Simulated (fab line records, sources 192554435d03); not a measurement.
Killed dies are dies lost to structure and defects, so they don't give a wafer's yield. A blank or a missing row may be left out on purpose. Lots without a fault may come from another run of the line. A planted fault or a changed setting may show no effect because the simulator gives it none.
fab line records | flow n5_finfet
record lots=6 wafers=16 last_day=16
route steps=1938 shown BEOL_M3@1009 BEOL_M4@1021
lots that met no fault: from a run of the same line without faults
start_h: hours from the record's first day to the start of the lot's first wafer shown | wait_h: hours since the lot's step before | " the same as in the row above | L1.1+2: a row that stands for several wafers | - no value, or no start given | * or withheld: withheld | < > ~ a bound
route shown NAME@n: a module of which the file shows steps, and the number in the route of the first | usual: mean/standard deviation of fault-free wafers | same: alike in all rows | chamber/n: place in a boat | sites: the reading at each site | _std_site: their standard deviation | _edge_site: outer sites' mean less inner sites' | radius_mm: how far each site lies from the wafer's centre | mask NAME#n: copy n | behind: the tool/chamber that last shaped the wafer | hold: why the lot was held/for how many hours/how that ended | device: the transistor (n, p or np) that didn't switch | end of line: the same wafers' tests at the end of the route | a step without rows: its recipe alone | killed: dies lost to structure and defects at the first sort, not the wafer's yield | map: a wafer's dies, x killed, . not, _ none there
set.NAME: the setting as run; set.NAME@STEP: as run at that earlier step | model.NAME: the simulator's own value behind a step, which no gauge read
lots at some steps of the route; a table a step, a row a wafer
services: from which hour (start_h, from the record's first day; less than 0 if before it) a tool's chamber was out of use, for how many hours, and why
## steps
# step N5_BEOL_M3_ANNEAL_95
# recipe temp_c=400 time_s=240 ambient=vacuum
# step N5_BEOL_M3_SPUTTER_96
# recipe material=Cu target_thk_a=45 temp_c=-20 chamber_pressure_pa=0.07 power_w=withheld time_s=8.29
# usual throttle_valve_pct=30.0/1.1
# columns lot.wafer tool chamber start_h wait_h throttle_valve_pct
L892.1 pvd_sputter-01 - 168.28 0.1 29.2
L892.3 " - " " 30.9
L892.4 " - " " 30.7
L898.2 pvd_sputter-01 - 209.33 0.1 30.6
L898.5 " - " " 28.9
L898.6 " - " " 31.5
L902.1 pvd_sputter-01 - 232.10 0.1 30.8
L902.6 " - " " 29.3
L906.4 pvd_sputter-03 - 259.64 0.1 30.0
L906.5 " - " " 30.2
L910.1 pvd_sputter-02 - 277.55 0.1 26.6
L910.4 " - " " 28.8
L910.6 " - " " 30.0
L911.1 pvd_sputter-01 - 284.77 0.1 29.2
L911.3 " - " " 31.1
L911.6 " - " " 31.0
# step N5_BEOL_M3_ECD_50
# recipe material=Cu target_thk_a=3000
# step N5_BEOL_M3_ANNEAL_51
# recipe temp_c=225 time_s=90 ambient=N2
# step N5_BEOL_M3_CMP_52
# recipe stop_on=SiOC t_overpolish_s=6.8 down_force_psi=1 platen_rpm=50 clearing_platen_down_force_psi=1.5 clearing_platen_rpm=50 post_cmp_clean=cu_alkaline target_thk_nm=40 clearing_platen_pad_velocity_m_s=0.99484 pad_velocity_m_s=0.99484
# step N5_BEOL_M3_THK_MEAS_53
# recipe thk_meas_gauge=xrf reads=Cu_of_BEOL_M3_ECD_50
# usual M3_THK=38.3/1.7
# columns lot.wafer tool chamber start_h wait_h M3_THK[nm]
L892.1 film_metro-02 - 169.14 - 37.5
L892.3 " - " " 38.1
L892.4 " - " " 37.8
L898.2 film_metro-02 - 210.15 - 37.4
L898.5 " - " " 35.8
L898.6 " - " " 38.4
L902.1 film_metro-02 - 232.89 - 37.9
L902.6 " - " " 39.2
L906.4 film_metro-01 - 260.45 - 34.0
L906.5 " - " " 36.7
L910.1 film_metro-01 - 278.37 - 35.9
L910.4 " - " " 39.6
L910.6 " - " " 40.2
L911.1 film_metro-01 - 285.55 - 39.7
L911.3 " - " " 41.0
L911.6 " - " " 39.8
# step N5_BEOL_M3_PRE_CLEAN_60
# recipe gas=NH3/H2 time_s=15 temp_c=* rf_power_w=300
# step N5_BEOL_M3_CO_CAP_55
# recipe material=Co target_thk_a=20 temp_c=200 precursor=CCTBA/H2 pressure_torr=30 time_s=102.1
# step N5_BEOL_M3_PRE_CLEAN_56
# recipe gas=NH3 time_s=15 temp_c=withheld rf_power_w=300
# step N5_BEOL_M3_DEP_57
# recipe material=SiCN target_thk_a=80 temp_c=withheld precursor=3MS/NH3 pressure_torr=3 rf_w=202 time_s=14
# step N5_BEOL_M3_RS_MEAS_58
# recipe thk_meas_gauge=four-point-probe reads=Co_of_BEOL_M3_CO_CAP_55+Cu_of_BEOL_M3_ECD_50+Co_of_BEOL_M3_CVD_47+TaN_of_BEOL_M3_ALD_84
# usual M3_RS=0.68/0.037
# columns lot.wafer tool chamber start_h wait_h M3_RS[ohm/sq]
L892.1 film_metro-01 - 169.40 0.0 0.68
L892.3 " - " " 0.67
L892.4 " - " " 0.68
L898.2 film_metro-02 - 210.41 0.1 0.69
L898.5 " - " " 0.73
L898.6 " - " " 0.67
L902.1 film_metro-02 - 233.15 0.0 0.68
L902.6 " - " " 0.66
L906.4 film_metro-02 - 260.71 0.0 0.78
L906.5 " - " " 0.71
L910.1 film_metro-01 - 278.63 0.0 0.73
L910.4 " - " " 0.65
L910.6 " - " " 0.64
L911.1 film_metro-01 - 285.81 0.0 0.64
L911.3 " - " " 0.62
L911.6 " - " " 0.64
# step N5_BEOL_M3_INSPECT_59
# recipe inspect_instrument=darkfield mode=post_dep
# usual raw_defect_count=74/23
# columns lot.wafer tool chamber start_h wait_h raw_defect_count
L892.1 defect_inspect-02 - 169.42 0.0 70
L892.3 " - " " 66
L892.4 " - " " 62
L898.2 defect_inspect-02 - 210.43 0.0 65
L898.5 " - " " 57
L898.6 " - " " 72
L902.1 defect_inspect-02 - 233.17 0.0 57
L902.6 " - " " 81
L906.4 defect_inspect-01 - 260.73 0.0 52
L906.5 " - " " 87
L910.1 defect_inspect-02 - 278.66 0.0 67
L910.4 " - " " 42
L910.6 " - " " 55
L911.1 defect_inspect-02 - 285.85 0.0 60
L911.3 " - " " 54
L911.6 " - " " 60
# step N5_BEOL_M4_ILD_DEP_00
# recipe material=SiOC target_thk_a=790 temp_c=350 precursor=DEMS/O2 pressure_torr=5 rf_w=500 time_s=15.3
# usual heater_power_w=531/79 showerhead_plenum_p_Torr=5.687/0.011 throttle_valve_pct=11.9/0.73
# columns lot.wafer tool chamber start_h wait_h heater_power_w showerhead_plenum_p_Torr throttle_valve_pct model.SiOC_of_BEOL_M4_ILD_DEP_00.thk_nm
L892.1 pecvd-03 0 169.46 0.0 472 5.696 11.8 80
L892.3 " 1 " " 539 5.660 11.0 79.8
L892.4 " 0 " " 487 5.687 11.6 81.4
L898.2 pecvd-01 0 210.47 0.0 529 5.687 10.5 79
L898.5 " 1 " " 517 5.677 13.8 79
L898.6 " 0 " " 536 5.671 11.1 79.6
L902.1 pecvd-03 1 233.21 0.0 485 5.673 11.3 53.6
L902.6 " 1 " " 495 5.683 10.9 78.4
L906.4 pecvd-03 0 260.79 0.1 451 5.681 11.8 79.6
L906.5 " 1 " " 581 5.673 11.2 55.6
L910.1 pecvd-04 1 278.69 0.0 663 5.685 12.5 77
L910.4 " 1 " " 661 5.693 12.4 79.6
L910.6 " 1 " " 664 5.690 12.3 78.6
L911.1 pecvd-04 1 285.89 0.0 623 5.692 12.5 78.8
L911.3 " 2 " " 596 5.709 11.6 79.2
L911.6 " 2 " " 602 5.712 11.8 79.8
# step N5_BEOL_M4_THK_MEAS_01
# recipe reads=SiOC_of_BEOL_M4_ILD_DEP_00
# usual M4_ILD_THK=79.4/1
# columns lot.wafer tool chamber start_h wait_h M4_ILD_THK[nm]
L892.1 film_metro-01 - 169.53 0.0 79.9
L892.3 " - " " 79.8
L892.4 " - " " 81.5
L898.2 film_metro-01 - 210.56 0.1 78.9
L898.5 " - " " 79.0
L898.6 " - " " 79.6
L902.1 film_metro-02 - 233.30 0.1 53.6
L902.6 " - " " 78.4
L906.4 film_metro-01 - 260.84 0.0 79.6
L906.5 " - " " 55.6
L910.1 film_metro-02 - 278.78 0.1 77.0
L910.4 " - " " 79.6
L910.6 " - " " 78.6
L911.1 film_metro-01 - 285.95 0.0 78.8
L911.3 " - " " 79.2
L911.6 " - " " 79.8
# step N5_BEOL_M4_PECVD_72
# recipe material=SiO2 target_thk_a=160 temp_c=400 precursor=TEOS/O2 pressure_torr=5.5 rf_w=450 teos_flow_sccm=53.8 gas=O2 flow_sccm=3000 time_s=18
# step N5_BEOL_M4_HM_DEP_02
# recipe material=TiN target_thk_a=200 temp_c=25 chamber_pressure_pa=0.49996
# step N5_BEOL_M4_COAT_61
# recipe resist=SOC temp_c=250 time_s=60 spin_rpm=1500 resist_thk_nm=60
# step N5_BEOL_M4_COAT_62
# recipe resist=SiARC temp_c=220 time_s=60 spin_rpm=1500 resist_thk_nm=12
# step N5_BEOL_M4_COAT_73
# recipe resist=underlayer temp_c=205 time_s=60 spin_rpm=1500 resist_thk_nm=5
# step N5_BEOL_M4_COAT_05
# recipe resist=CAR-EUV spin_rpm=1500 resist_thk_nm=30
# step N5_BEOL_M4_EBR_07
# recipe solvent=PGMEA ebr_width_mm=1.5
# step N5_BEOL_M4_SOFTBAKE_06
# recipe temp_c=110 time_s=60 resist=CAR-EUV
# step N5_BEOL_M4_EXPOSE_08
# recipe mask_id=M4 na=0.33 source_shape=dipole sigma_inner=0.369 sigma_outer=0.767 polarization=unpolarized dose_mj=41.25
# step N5_BEOL_M4_PEB_09
# recipe peb_temp_c=100 peb_time_s=60 resist=CAR-EUV
# step N5_BEOL_M4_DEVELOP_10
# recipe develop_time_s=30 developer=TMAH resist=CAR-EUV rinse_liquid=surfactant_rinse dry=air_spin dev_temp_c=23
# step N5_BEOL_M4_CD_MEAS_11
# recipe target_cd_nm=16.79 landing_energy_ev=500 detector=se_inlens polarity=opening
# usual cd_nm=16.80/0.22
# columns lot.wafer tool chamber start_h wait_h cd_nm
L892.1 cd_sem-03 0 170.14 - 16.76
L892.3 " 0 " " 16.23
L892.4 " 0 " " 16.89
L898.2 cd_sem-01 0 211.17 - 16.81
L898.5 " 0 " " 16.69
L898.6 " 0 " " 16.89
L902.1 cd_sem-02 0 236.37 - 16.29
L902.6 " 0 " " 16.62
L906.4 cd_sem-02 0 263.65 - 17.23
L906.5 " 0 " " 16.79
L910.1 cd_sem-01 0 279.90 - 16.81
L910.4 " 0 " " 17.07
L910.6 " 0 " " 16.79
L911.1 cd_sem-03 0 288.70 - 17.08
L911.3 " 0 " " 17.08
L911.6 " 0 " " 16.89
# step N5_BEOL_M4_OVL_MEAS_12
# recipe points_per_wafer=522
# usual M4_OVL=0.7/0.74
# columns lot.wafer tool chamber start_h wait_h M4_OVL[nm]
L892.1 overlay-01 0 170.17 0.0 0.3
L892.3 " 0 " " 1.0
L892.4 " 0 " " 1.4
L898.2 overlay-02 0 211.21 0.0 1.0
L898.5 " 0 " " -0.5
L898.6 " 0 " " 0.3
L902.1 overlay-01 0 236.40 0.0 0.0
L902.6 " 0 " " 0.7
L906.4 overlay-01 0 263.69 0.0 0.7
L906.5 " 0 " " 0.9
L910.1 overlay-02 0 279.93 0.0 1.5
L910.4 " 0 " " 2.0
L910.6 " 0 " " 0.5
L911.1 overlay-01 0 288.73 0.0 0.5
L911.3 " 0 " " 0.0
L911.6 " 0 " " 0.3
# step N5_BEOL_M4_INSPECT_13
# recipe mode=adi inspect_instrument=brightfield
# usual raw_defect_count=426/99
# columns lot.wafer tool chamber start_h wait_h raw_defect_count
L892.1 defect_inspect-01 - 170.23 0.1 450
L892.3 " - " " 624
L892.4 " - " " 435
L898.2 defect_inspect-01 - 211.27 0.1 406
L898.5 " - " " 368
L898.6 " - " " 378
L902.1 defect_inspect-01 - 236.46 0.1 445
L902.6 " - " " 394
L906.4 defect_inspect-02 - 263.74 0.0 331
L906.5 " - " " 477
L910.1 defect_inspect-02 - 279.99 0.1 326
L910.4 " - " " 313
L910.6 " - " " 374
L911.1 defect_inspect-01 - 288.82 0.1 243
L911.3 " - " " 310
L911.6 " - " " 360
# step N5_BEOL_M4_DESCUM_16
# recipe chemistry=O2 time_s=7 source_power_w=50 bias_power_w=20 pressure_mtorr=20 rf_frequency_hz=2.712e+07 temp_c=40 resist=CAR-EUV o2_flow_sccm=225
# step N5_BEOL_M4_ETCH_74
# recipe chemistry=N2/H2 target=underlayer target_depth_a=65 mask_material=CAR-EUV time_s=5.2 ion_energy_ev=200 pressure_mtorr=30 source_w=840 bias_w=150 n2_flow_sccm=200 h2_flow_sccm=200 ends=cleared
# step N5_BEOL_M4_ETCH_63
# recipe chemistry=CF4 target=SiARC target_depth_a=156 mask_material=CAR-EUV time_s=26 ion_energy_ev=80 pressure_mtorr=40 source_w=545 bias_w=36 Ar_flow_sccm=100 cf4_flow_sccm=100 ends=cleared
# usual drypump_motor_current_A=5.7/0.48 etch_rf_on_time_s=25.9/0.42 oes_product_au=0.65/0.051 rf_vpp_V=184.3/1.1 showerhead_plenum_p_Torr=2.16/0.041 throttle_valve_pct=15.72/0.24
# columns lot.wafer tool chamber start_h wait_h drypump_motor_current_A etch_rf_on_time_s oes_product_au rf_hours_counter_h rf_vpp_V showerhead_plenum_p_Torr throttle_valve_pct
L892.1 rie_diel-06 1 171.26 0.0 5.7 25.4 0.60 201 184.8 2.21 15.77
L892.3 " 0 " " 6.4 26.2 0.60 198 184.0 2.13 15.94
L892.4 " 2 " " 5.5 26.2 0.67 114 185.9 2.16 15.53
L898.2 rie_diel-06 2 211.43 0.0 5.5 26.0 0.65 128 184.9 2.15 15.57
L898.5 " 1 " " 5.7 25.5 0.59 - 184.9 2.20 15.79
L898.6 " 2 " " 5.5 26.0 0.66 - 183.9 2.15 15.55
L902.1 rie_diel-05 0 236.55 0.0 5.5 25.0 0.66 140 185.3 2.15 15.90
L902.6 " 3 " " 5.5 26.0 0.68 - 183.1 2.24 15.42
L906.4 rie_diel-05 1 263.82 0.0 6.2 25.7 0.68 118 183.9 2.16 15.75
L906.5 " 1 " " 6.2 25.9 0.68 - 184.4 2.16 15.73
L910.1 rie_diel-02 2 280.08 0.0 5.1 26.9 0.59 219 182.9 2.13 16.13
L910.4 " 1 " " 6.3 25.6 0.83 3 184.6 2.10 15.01
L910.6 " 3 " " 5.9 25.6 0.62 - 183.6 2.14 15.98
L911.1 rie_diel-02 2 288.91 0.0 5.1 27.0 0.59 223 185.2 2.13 16.14
L911.3 " 1 " " 6.3 25.7 0.82 6 183.1 2.10 15.03
L911.6 " 0 " " 6.6 26.2 0.68 - 186.0 2.23 15.62
# step N5_BEOL_M4_ETCH_64
# recipe chemistry=N2/H2 target=SOC target_depth_a=750 overetch_a=225 mask_material=SiARC temp_c=40 time_s=121.9 ion_energy_ev=200 pressure_mtorr=30 source_w=840 bias_w=150 n2_flow_sccm=200 h2_flow_sccm=200
# step N5_BEOL_M4_STRIP_65
# recipe chemistry=N2/H2 temp_c=40 n2_flow_sccm=200 h2_flow_sccm=200 rf_frequency_hz=6e+07
# step N5_BEOL_M4_STRIP_75
# recipe chemistry=N2/H2 temp_c=40 n2_flow_sccm=200 h2_flow_sccm=200 rf_frequency_hz=6e+07
# step N5_BEOL_M4_STRIP_66
# recipe chemistry=CF4 resist=SiARC power_w=300 bias_power_w=75 pressure_mtorr=50 cf4_flow_sccm=150 rf_frequency_hz=6e+07
# usual bias_power_w=74.98/0.22 drypump_motor_current_A=5.7/0.48 oes_product_au=0.75/0.055 rf_vpp_V=271.5/1.1 showerhead_plenum_p_Torr=1.81/0.037 throttle_valve_pct=13.69/0.23
# columns lot.wafer tool chamber start_h wait_h bias_power_w drypump_motor_current_A oes_product_au rf_hours_counter_h rf_vpp_V showerhead_plenum_p_Torr throttle_valve_pct
L892.1 rie_diel-06 1 171.42 0.0 75.13 5.7 0.69 201 271.7 1.86 13.81
L892.3 " 0 " " 75.11 6.4 0.70 199 270.0 1.78 13.94
L892.4 " 2 " " 75.16 5.5 0.77 114 270.8 1.81 13.48
L898.2 rie_diel-06 2 211.59 0.0 75.06 5.5 0.76 128 270.9 1.80 13.54
L898.5 " 1 " " 74.93 5.7 0.68 - 273.1 1.86 13.84
L898.6 " 2 " " 75.08 5.5 0.76 - 270.1 1.80 13.53
L902.1 rie_diel-05 0 236.71 0.0 75.11 5.5 0.74 140 272.3 1.79 13.84
L902.6 " 3 " " 74.91 5.4 0.79 - 274.4 1.87 13.41
L906.4 rie_diel-05 1 263.98 0.0 74.79 6.2 0.78 118 273.5 1.80 13.67
L906.5 " 1 " " 74.56 6.2 0.79 - 272.1 1.80 13.68
L910.1 rie_diel-02 2 280.24 0.0 75.21 5.1 0.70 220 270.6 1.78 14.08
L910.4 " 1 " " 75.27 6.3 0.95 3 270.4 1.76 12.94
L910.6 " 3 " " 74.76 5.8 0.72 - 271.0 1.79 13.96
L911.1 rie_diel-02 2 289.07 0.0 74.99 5.1 0.69 223 270.5 1.78 14.07
L911.3 " 1 " " 74.54 6.3 0.94 6 270.7 1.76 12.97
L911.6 " 0 " " 75.06 6.5 0.79 - 272.6 1.87 13.60
# step N5_BEOL_M4_HM_OPEN_17
# recipe chemistry=Cl2/BCl3 target_depth_a=200 overetch_a=60 target=TiN mask_material=SOC ion_energy_ev=150 pressure_mtorr=10 icp_w=1000 bias_w=126 Cl2_flow_sccm=53.25 bcl3_flow_sccm=21.75 Ar_flow_sccm=25
# usual drypump_motor_current_A=6.0/0.46 oes_product_au=0.69/0.037 throttle_valve_pct=22.12/0.18
# columns lot.wafer tool chamber start_h wait_h drypump_motor_current_A oes_product_au rf_hours_counter_h throttle_valve_pct
L892.1 rie_metal-02 0 171.46 0.0 6.4 0.67 40 21.88
L892.3 " 1 " " 5.2 0.73 - 22.10
L892.4 " 0 " " 6.3 0.67 - 21.89
L898.2 rie_metal-03 1 211.63 0.0 6.2 0.75 6 22.53
L898.5 " 0 " " 6.5 0.70 - 22.06
L898.6 " 1 " " 6.1 0.76 - 22.51
L902.1 rie_metal-02 0 236.75 0.0 6.3 0.65 46 21.91
L902.6 " 1 " " 5.2 0.70 - 22.14
L906.4 rie_metal-02 0 264.05 0.1 6.4 0.64 - 21.90
L906.5 " 0 " " 6.4 0.65 - 21.90
L910.1 rie_metal-01 0 280.28 0.0 5.8 0.66 52 22.11
L910.4 " 1 " " 5.8 0.66 - 22.15
L910.6 " 1 " " 5.8 0.65 - 22.14
L911.1 rie_metal-01 1 289.11 0.0 5.8 0.65 44 22.14
L911.3 " 0 " " 5.8 0.66 - 22.09
L911.6 " 1 " " 5.8 0.65 - 22.16
# step N5_BEOL_M4_STRIP_19
# recipe chemistry=O2 power_w=400 temp_c=40 pressure_mtorr=30 rf_frequency_hz=6e+07 bias_power_w=0 overash_fraction=0.2 o2_flow_sccm=225
# usual drypump_motor_current_A=5.7/0.47 oes_product_au=0.76/0.055 rf_vpp_V=3.6/0.48 showerhead_plenum_p_Torr=2.13/0.05 throttle_valve_pct=16.79/0.23
# same bias_power_w=0
# columns lot.wafer tool chamber start_h wait_h drypump_motor_current_A oes_product_au rf_hours_counter_h rf_vpp_V showerhead_plenum_p_Torr throttle_valve_pct
L892.1 rie_diel-06 2 171.62 0.1 5.5 0.77 114 3.7 2.10 16.52
L892.3 " 3 " " 5.7 0.83 88 3.5 2.13 16.81
L892.4 " 1 " " 5.7 0.69 202 3.5 2.18 16.87
L898.2 rie_diel-02 1 211.74 0.1 6.3 0.70 234 4.0 2.05 16.52
L898.5 " 3 " " 5.9 0.75 - 3.4 2.11 17.04
L898.6 " 0 " " 6.6 0.86 - 3.6 2.20 16.62
L902.1 rie_diel-06 0 236.89 0.1 6.4 0.68 226 3.3 2.08 17.14
L902.6 " 0 " " 6.4 0.69 - 3.0 2.08 17.11
L906.4 rie_diel-05 2 264.13 0.1 4.9 0.70 217 3.2 2.16 16.53
L906.5 " 1 " " 6.2 0.80 - 4.4 2.11 16.83
L910.1 rie_diel-05 3 280.39 0.1 5.5 0.78 128 3.8 2.22 16.65
L910.4 " 2 " " 4.9 0.70 223 3.7 2.16 16.53
L910.6 " 0 " " 5.5 0.74 - 3.7 2.10 17.01
L911.1 rie_diel-02 0 289.23 0.1 6.5 0.81 97 4.2 2.19 16.66
L911.3 " 2 " " 5.1 0.70 223 2.8 2.09 17.24
L911.6 " 3 " " 5.8 0.72 - 3.1 2.10 17.06
# step N5_BEOL_M4_CD_MEAS_18
# recipe pitch_nm=36 target_cd_nm=18
# usual cd_nm=18.0/0.3
# columns lot.wafer tool chamber start_h wait_h cd_nm
L892.1 cd_sem-01 - 171.69 0.0 17.8
L892.3 " - " " 17.5
L892.4 " - " " 17.8
L898.2 cd_sem-03 - 211.82 0.1 18.1
L898.5 " - " " 17.6
L898.6 " - " " 18.5
L902.1 cd_sem-01 - 236.96 0.0 17.8
L902.6 " - " " 17.7
L906.4 cd_sem-01 - 264.21 0.1 18.0
L906.5 " - " " 18.0
L910.1 cd_sem-02 - 280.46 0.0 17.7
L910.4 " - " " 17.7
L910.6 " - " " 18.2
L911.1 cd_sem-03 - 289.30 0.0 18.0
L911.3 " - " " 18.0
L911.6 " - " " 18.0
# step N5_BEOL_M4_COAT_67
# recipe resist=SOC temp_c=250 time_s=60 spin_rpm=1500 resist_thk_nm=60
# step N5_BEOL_M4_COAT_68
# recipe resist=SiARC temp_c=220 time_s=60 spin_rpm=1500 resist_thk_nm=12
# step N5_BEOL_M4_COAT_76
# recipe resist=underlayer temp_c=205 time_s=60 spin_rpm=1500 resist_thk_nm=5
# step N5_BEOL_M4_COAT_22
# recipe resist=CAR-EUV spin_rpm=1500 resist_thk_nm=30
# step N5_BEOL_M4_CMP_52
# recipe stop_on=SiOC t_overpolish_s=6.8 down_force_psi=1 platen_rpm=50 clearing_platen_down_force_psi=1.5 clearing_platen_rpm=50 post_cmp_clean=cu_alkaline target_thk_nm=40 clearing_platen_pad_velocity_m_s=0.99484 pad_velocity_m_s=0.99484
# usual edge_zone_pressure_frac=0.999/0.0048 motor_current_A=6.1/0.63
# columns lot.wafer tool chamber start_h wait_h edge_zone_pressure_frac motor_current_A model.SiOC_of_BEOL_M4_ILD_DEP_00.thk_nm
L892.3 cmp-03 2 181.88 0.2 0.988 5.3 76.8
L892.1 " 3 " " 1.003 6.3 77
L892.4 " 0 " " 0.998 6.6 78.4
L898.2 cmp-03 3 222.12 0.3 0.999 6.5 76
L898.5 " 0 " " 1.001 6.5 76
L898.6 " 1 " " 0.997 7.5 76.6
L902.1 cmp-03 0 246.10 0.4 0.999 6.4 50.6
L902.6 " 2 " " 0.995 5.3 75.4
L906.4 cmp-03 2 273.27 0.2 1.005 5.1 76.6
L906.5 " 0 " " 1.000 6.3 52.6
L910.1 cmp-01 2 288.18 0.3 0.990 5.9 74
L910.4 " 0 " " 0.996 6.2 76.6
L910.6 " 3 " " 1.002 6.3 75.6
L911.3 cmp-03 2 299.89 0.2 0.997 5.5 76.2
L911.1 " 0 " " 0.995 6.5 75.8
L911.6 " 2 " " 0.993 5.0 76.8
# step N5_BEOL_M4_RC_MEAS_101
# usual DIBL_N=35.9/1.6 DIBL_P=35.6/2.1 IOFF_N=0.149/0.029 IOFF_P=0.20/0.033 ION_N=671/11 ION_P=460/7.3 SS_N=71.4/0.62 SS_P=73.2/0.65 VT_N=251/3.1 VT_P=-251/3.4
# columns lot.wafer tool chamber start_h wait_h DIBL_N[mV/V] DIBL_P[mV/V] IOFF_N[nA/um] IOFF_P[nA/um] ION_N[uA/um] ION_P[uA/um] SS_N[mV/dec] SS_P[mV/dec] VT_N[mV] VT_P[mV]
L892.1 prober-02 0 182.49 0.0 33.2 34.0 0.116 0.15 670 453 70.9 71.6 253 -258
L892.3 " 0 " " 34.1 33.9 0.121 0.14 673 455 70.6 72.2 254 -258
L892.4 " 0 " " 33.8 34.1 0.112 0.14 658 454 71.2 72.1 255 -260
L898.2 prober-01 0 222.77 0.2 35.2 35.6 0.148 0.20 677 470 70.5 73.3 251 -247
L898.5 " 0 " " 34.3 34.7 0.128 0.19 666 459 70.7 73.2 254 -249
L898.6 " 0 " " 34.4 34.8 0.140 0.19 675 461 71.5 73.0 252 -252
L902.6 prober-01 0 247.37 0.8 33.1 31.5 0.106 0.16 668 457 70.7 72.6 253 -251
L906.4 prober-02 0 274.26 0.5 35.9 34.9 0.128 0.17 664 455 71.9 73.5 255 -254
L910.1 prober-02 0 288.83 0.0 36.2 35.5 0.185 0.22 677 463 71.8 74.1 248 -250
L910.4 " 0 " " 38.2 38.7 0.225 0.28 694 476 71.9 74.4 244 -247
L910.6 " 0 " " 38.2 38.4 0.237 0.28 687 464 72.3 75.4 243 -249
L911.1 prober-02 0 300.46 0.0 39.6 38.6 0.223 0.27 694 476 72.4 74.5 242 -244
L911.3 " 0 " " 37.8 37.6 0.195 0.25 690 467 71.7 73.5 247 -248
L911.6 " 0 " " 37.5 37.1 0.180 0.24 675 464 71.8 73.3 246 -247
## services
# columns tool chamber start_h hours kind
rie_diel-02 - 156.72 16.8 repair
rie_diel-06 1 161.09 4.9 repair
rie_diel-05 2 164.28 5.6 repair
pecvd-01 - 178.46 0.7 repair
rie_metal-03 1 181.20 12.1 repair
cmp-01 - 182.65 5.5 pm
pecvd-01 - 195.58 6.0 pm
cmp-03 - 196.27 4.3 pm
rie_diel-06 3 211.16 15.1 repair
pecvd-04 - 218.53 6.0 pm
cmp-03 - 222.71 2.0 repair
rie_diel-02 2 226.34 13.2 repair
pecvd-03 2 228.10 7.4 repair
rie_diel-06 1 233.21 4.6 repair
rie_diel-06 - 242.52 0.3 repair
cmp-01 - 245.17 0.8 repair
cmp-03 - 249.92 4.0 pm
cmp-03 - 269.87 0.8 repair
pecvd-04 0 272.73 8.0 repair
cmp-03 - 277.03 0.6 repair
pecvd-04 - 286.91 2.5 repair
rie_diel-06 0 289.58 6.3 repair
cmp-03 - 290.48 0.4 repair
rie_metal-02 - 293.03 1.4 pm
## key
first_sign step=N5_BEOL_M4_THK_MEAS_01 reading=M4_ILD_THK direction=down sigmas=24 usual=79.4 struck=54.6
effect none on later readings
model_effect step=N5_BEOL_M4_ILD_DEP_00 value=SiOC_of_BEOL_M4_ILD_DEP_00.thk_nm without=79 struck=54.6
model_effect step=N5_BEOL_M4_CMP_52 value=SiOC_of_BEOL_M4_ILD_DEP_00.thk_nm without=76 struck=51.6
met_at N5_BEOL_M4_ILD_DEP_00
struck_wafers L902.1,L906.5
later_rows_left_out L902.1,L906.5
sort_left_out L902.1,L906.5
onset_between 169.46 233.21
fault kind=process_parameter_drift tool=pecvd-03 chamber=- onset_h=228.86 steps=N5_BEOL_M4_ILD_DEP_00 channel=time_s offset=* shape=step end_h=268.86 scope=struck_wafers_only acts_in=* stated=*
# sort_left_out: the simulated sort isn't trusted on such a fault, so these wafers' sort isn't shown, and their yield isn't known
# later_rows_left_out: the simulator's readings of these wafers behind a module that went badly wrong aren't trusted and aren't shown, but for the sort
